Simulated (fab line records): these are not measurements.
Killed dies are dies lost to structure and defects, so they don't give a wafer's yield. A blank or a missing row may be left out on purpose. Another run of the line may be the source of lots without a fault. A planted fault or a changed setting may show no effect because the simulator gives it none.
Matching of chambers    flow n5Finfet    rieDiel-03 running N5_BEOL_M5_ETCH_75: 4 sister chambers
The step etches underlayer in N2/H2, target depth 6.5 nm, time 5.2 s. 8 wafers are shown with their chamber, then 12 later ones without.

## WAFERS, EACH WITH ITS CHAMBER
wafer   chamber  showerheadPlenumPTorr (Torr)  drypumpMotorCurrentA (A)
L084.1  1        2.63                          5.7
L084.6  2        2.46                          5.7
L086.3  0        2.61                          6.2
L086.4  3        2.60                          6.3
L086.5  0        2.61                          6.2
L092.1  1        2.63                          5.8
L092.2  2        2.45                          5.7
L092.3  3        2.59                          6.3

## WAFERS WITH NO CHAMBER GIVEN
wafer   showerheadPlenumPTorr (Torr)  drypumpMotorCurrentA (A)
L092.4  2.61                          6.2
L092.5  2.59                          6.3
L092.6  2.45                          5.7
L095.1  2.45                          5.7
L095.2  2.59                          6.4
L095.3  2.60                          6.2
L095.4  2.59                          6.3
L095.5  2.45                          5.7
L095.6  2.60                          6.2
L096.2  2.45                          5.7
L096.4  2.62                          5.7
L096.6  2.60                          6.2

## CHAMBER TAKEN BY EACH
wafer   from the rows above      in truth
L092.4  0                        0
L092.5  3                        3
L092.6  2                        2
L095.1  2                        2
L095.2  3                        3
L095.3  can't be placed: 0 or 3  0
L095.4  3                        3
L095.5  2                        2
L095.6  can't be placed: 0 or 3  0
L096.2  2                        2
L096.4  1                        1
L096.6  can't be placed: 0 or 3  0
Correctly placed: 9 of 12. Cannot be placed on the basis of these rows: 3; the candidates contain the true chamber in 3. Wrongly placed: 0.
How it was worked out, from the rows above alone: a wafer's distance from a chamber is the root of the sum, over the readings, of the square of ((its reading less the chamber's mean) divided by the reading's scatter). The wafer belongs to the nearest chamber; if the next one is less than 2 further off, it can't be placed. A chamber's mean is the mean of its shown wafers. How the scatter is found: for the shown wafers, subtract from each reading the mean of its chamber, square and add these, divide the total by (wafers less chambers), then take the root.
